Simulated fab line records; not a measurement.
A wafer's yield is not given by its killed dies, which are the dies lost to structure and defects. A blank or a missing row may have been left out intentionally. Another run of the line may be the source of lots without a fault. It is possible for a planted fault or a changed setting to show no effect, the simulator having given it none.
What tool caused it?    flow nand-harc    33 wafers from 11 lots sampled at 7 of the route's 1159 steps

## WHAT THE GAUGES SHOWED, per wafer
NHARC_A_M0_CD_MEAS_09 targets a cd of 80 nm. Usual: 79.6 nm for cd-nm, sd 0.77.
lot   measured      on         cd-nm (nm)      flag
L305  day 18 03:37  cd-sem-03  79.1 79.2 78.4  
L308  day 18 04:49  cd-sem-02  80.2 79.1 79.4  
L303  day 18 14:48  cd-sem-03  78.8 78.9 80.2  
L306  day 18 14:58  cd-sem-03  78.9 79.4 79.9  
L309  day 18 22:44  cd-sem-03  79.3 79.6 77.8  
L314  day 20 07:47  cd-sem-01  85.8 85.5 84.3  OFF
L316  day 20 23:42  cd-sem-02  85.2 84.4 85.1  OFF
L323  day 22 06:51  cd-sem-01  79.1 79.7 80.2  
L322  day 22 07:17  cd-sem-02  78.1 79.4 78.6  
L324  day 22 22:59  cd-sem-03  80.3 81.7 80.3  
L325  day 23 01:54  cd-sem-02  80.9 80.1 80.0  

NHARC_A_M0_OVL_MEAS_10: pitch 160 nm. Usual: overlay-x-nm -0.2 nm, standard deviation 0.83; overlay-y-nm 0.1 nm, standard deviation 0.9.
lot   measured      on          overlay-x-nm (nm)  overlay-y-nm (nm)  flag
L305  day 18 03:42  overlay-02  0.2 0.3 0.2        0.9 1.6 0.9        
L308  day 18 04:54  overlay-01  1.2 0.5 0.7        0.8 0.3 0.8        
L303  day 18 14:53  overlay-01  -0.3 -0.1 0.2      0.3 0.4 0.6        
L306  day 18 15:03  overlay-01  -0.8 -0.2 -0.6     0.5 1.5 0.9        
L309  day 18 22:49  overlay-01  -0.1 0.0 -0.5      -1.7 -1.7 -1.6     
L314  day 20 07:52  overlay-01  0.7 0.2 0.8        0.6 1.4 1.0        
L316  day 20 23:47  overlay-02  -0.8 -0.3 -0.2     1.2 1.0 1.2        
L323  day 22 06:56  overlay-02  1.2 1.8 0.9        0.3 -0.1 0.4       
L322  day 22 07:23  overlay-02  -0.2 -0.9 -0.5     -0.1 0.1 -0.2      
L324  day 22 23:04  overlay-02  -0.4 -0.7 -0.8     -0.9 -1.1 -1.1     
L325  day 23 02:00  overlay-02  0.3 0.8 0.3        0.6 0.8 0.9        

NHARC_A_M0_CD_MEAS_16. Usual: 79.6 nm for cd-nm, sd 0.94.
lot   measured      on         cd-nm (nm)      flag
L305  day 18 04:06  cd-sem-02  79.2 78.5 78.8  
L308  day 18 05:18  cd-sem-03  80.8 77.8 78.4  
L303  day 18 15:20  cd-sem-01  78.3 79.2 79.6  
L306  day 18 15:27  cd-sem-03  78.5 78.9 79.6  
L309  day 18 23:13  cd-sem-02  78.5 78.0 77.4  
L314  day 20 08:46  cd-sem-03  84.7 86.6 85.2  OFF
L316  day 21 00:13  cd-sem-03  85.9 84.4 86.9  OFF
L323  day 22 07:20  cd-sem-03  79.3 79.9 80.5  
L322  day 22 07:47  cd-sem-01  79.8 79.4 79.2  
L324  day 22 23:28  cd-sem-01  79.9 82.0 79.8  
L325  day 23 02:25  cd-sem-01  81.2 79.9 79.2  

NHARC_END_SORT_01. Usual: defect-limited-yield 95.4 %, standard deviation 1.4; killed-at-array 27, standard deviation 9.3; killed-at-other 0.9, standard deviation 1.3; killed-at-periphery 3.6, standard deviation 2.7; killed-dies 31, standard deviation 9.7; killed-open 3.3, standard deviation 1.8; killed-short 2.0, standard deviation 1.5; sort_bin_2_pct 1.4 %, standard deviation 0.63; sort_bin_3_pct 0.25 %, standard deviation 0.21; sort_bin_4_pct 2.9 %, standard deviation 0.93; sort-n-pass 646, standard deviation 9.7; sort-rim-yield-pct 95 %, standard deviation 3.1; sort-yield-pct 95.4 %, standard deviation 1.4.
lot   measured      on         defect-limited-yield (%)  killed-at-array  killed-at-other  killed-at-periphery  killed-dies  killed-open  killed-short  sort_bin_2_pct (%)  sort_bin_3_pct (%)  sort_bin_4_pct (%)  sort-n-pass  sort-rim-yield-pct (%)  sort-yield-pct (%)  flag
L314  day 22 01:41  prober-01  92.8                      47               2                0                    49           1            1             2.4                 0.44                4.4                 628          88                      92.8                
L316  day 23 00:16  prober-01  94.2                      33               0                6                    39           8            4             2.4                 0.74                2.7                 638          91                      94.2                

## TOOL THAT RAN EACH LOT (tool first, then ch and the chambers of the sampled wafers, then the start)
lot   NHARC_A_BLC_STRIP_29                NHARC_A_BLC_PVD_32                       NHARC_A_M0_PEB_07
L305  rie-diel-02 ch 0,2,3, day 17 21:25  pvd-sputter-02, day 18 03:32 or earlier  litho-track-06 ch 0, day 18 03:32
L308  rie-diel-02 ch 0,2,3, day 17 22:08  pvd-sputter-02, day 18 04:44 or earlier  litho-track-06 ch 0, day 18 04:44
L303  rie-diel-02 ch 0,1, day 18 05:28    pvd-sputter-01, day 18 14:43 or earlier  litho-track-06 ch 0, day 18 14:43
L306  rie-diel-02 ch 1,2,3, day 18 06:40  pvd-sputter-03, day 18 14:53 or earlier  litho-track-01 ch 0, day 18 14:53
L309  rie-diel-02 ch 1,2,3, day 18 16:31  pvd-sputter-01, day 18 22:39 or earlier  litho-track-06 ch 0, day 18 22:39
L314  rie-diel-02 ch 1,2,3, day 20 03:23  pvd-sputter-02, day 20 07:42 or earlier  litho-track-06 ch 0, day 20 07:42
L316  rie-diel-02 ch 0,2, day 20 20:43    pvd-sputter-03, day 20 23:37 or earlier  litho-track-06 ch 0, day 20 23:37
L323  rie-diel-13 ch 0,2,3, day 22 03:41  pvd-sputter-02, day 22 06:46 or earlier  litho-track-01 ch 0, day 22 06:46
L322  rie-diel-04 ch 0,3, day 22 04:35    pvd-sputter-02, day 22 07:13 or earlier  litho-track-01 ch 0, day 22 07:13
L324  rie-diel-02 ch 0,2,3, day 22 19:22  pvd-sputter-02, day 22 22:54 or earlier  litho-track-04 ch 0, day 22 22:54
L325  rie-diel-04 ch 0,1, day 22 22:58    pvd-sputter-03, day 23 01:49 or earlier  litho-track-04 ch 0, day 23 01:49
- NHARC_A_BLC_STRIP_29: strips in CF4.
- NHARC_A_BLC_PVD_32: deposits Ti, target thk 5 nm, time 17.7 s.
- NHARC_A_M0_PEB_07: peb time 65 s.

## AS READ BY THE TOOLS THEMSELVES (means over the sampled wafers that have a number; for cases with no such wafer, the mark the record gives instead)
NHARC_A_BLC_STRIP_29. Usual: drypump-motor-current-A 5.7 A, standard deviation 0.46; oes-product-au 1.005 a.u., standard deviation 0.011; rf-vpp-V 59.2 V, standard deviation 0.85; showerhead-plenum-p-Torr 1.74 Torr, standard deviation 0.078; throttle-valve-pct 13.283 %, standard deviation 0.0089.
lot   tool         drypump-motor-current-A (A)  oes-product-au (a.u.)  rf-vpp-V (V)  showerhead-plenum-p-Torr (Torr)  throttle-valve-pct (%)  flag
L305  rie-diel-02  5.9                          0.999                  59.1          1.75                             13.287                  
L308  rie-diel-02  5.8                          1.001                  59.7          1.75                             13.281                  
L303  rie-diel-02  5.8                          1.009                  59.2          1.70                             13.281                  
L306  rie-diel-02  6.0                          1.012                  58.7          1.75                             13.280                  
L309  rie-diel-02  6.0                          1.016                  59.5          1.75                             13.290                  
L314  rie-diel-02  6.0                          1.014                  58.3          1.75                             13.285                  
L316  rie-diel-02  6.0                          1.015                  58.8          1.70                             13.279                  
L323  rie-diel-13  5.8                          0.999                  59.0          1.78                             13.290                  
L322  rie-diel-04  5.6                          1.016                  58.4          1.67                             13.287                  
L324  rie-diel-02  5.9                          0.992                  59.3          1.75                             13.288                  
L325  rie-diel-04  5.0                          1.012                  59.8          1.70                             13.281                  

NHARC_A_BLC_PVD_32. Usual: 29.9 % for throttle-valve-pct, sd 1.1.
lot   tool            throttle-valve-pct (%)  flag
L305  pvd-sputter-02  30.3                    
L308  pvd-sputter-02  30.5                    
L303  pvd-sputter-01  29.5                    
L306  pvd-sputter-03  30.0                    
L309  pvd-sputter-01  28.9                    
L314  pvd-sputter-02  29.9                    
L316  pvd-sputter-03  30.1                    
L323  pvd-sputter-02  30.7                    
L322  pvd-sputter-02  30.5                    
L324  pvd-sputter-02  29.8                    
L325  pvd-sputter-03  29.7                    

NHARC_A_M0_PEB_07. Usual: chill-plate-temp-C 22.99 C, standard deviation 0.1; resist-line-temp-C 23.01 C, standard deviation 0.12.
lot   tool            chill-plate-temp-C (C)  resist-line-temp-C (C)  flag
L305  litho-track-06  23.06                   22.80                   
L308  litho-track-06  23.06                   23.12                   
L303  litho-track-06  22.79                   23.11                   
L306  litho-track-01  22.94                   23.01                   
L309  litho-track-06  23.16                   23.10                   
L314  litho-track-06  22.92                   23.01                   
L316  litho-track-06  22.98                   23.02                   
L323  litho-track-01  22.98                   22.89                   
L322  litho-track-01  23.04                   23.04                   
L324  litho-track-04  23.08                   23.15                   
L325  litho-track-04  23.07                   22.91                   

## THE ANSWER, worked out from the rows above alone
Rule: a lot is off if the mean of its wafers that have a number lies more than 3 standard deviations from the usual mean. Also off: a lot with no number at a reading for which 4 or more lots have one. All remaining lots with rows at the step are treated as sound. Order of review: gauges by route order, followed by the tools' own readings, for which a lot's mean as printed above is used. The first step at which some lot is off is used, and at that step the reading that is off furthest; a lot without a number counts as furthest.
Off, at NHARC_A_M0_CD_MEAS_09 on cd-nm: L314, L316.
If a tool, at a process step before that reading, ran all the lots that are off and no sound lot after the first of them, it fits. The gauges at NHARC_A_M0_CD_MEAS_09 aren't tried: what is off there is off at NHARC_A_M0_CD_MEAS_16 too, on other tools, and a gauge's error can't cause that. NHARC_A_BLC_PVD_32 gives no start for some lots, so the hours and the order of its lots are those of NHARC_A_M0_PEB_07. One candidate fits, namely litho-track-06 at NHARC_A_M0_PEB_07. A fault onset in the window from L309 (day 18 22:39, its last sound lot) to L314 (day 20 07:42, its first lot off) fits.

## WHAT HAD BEEN PUT IN BY THE SIMULATOR
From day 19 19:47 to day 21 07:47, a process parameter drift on litho-track-06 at NHARC_A_M0_PEB_07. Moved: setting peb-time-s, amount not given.
Struck lots among those shown: L314, L316. Same finding as the rule above.
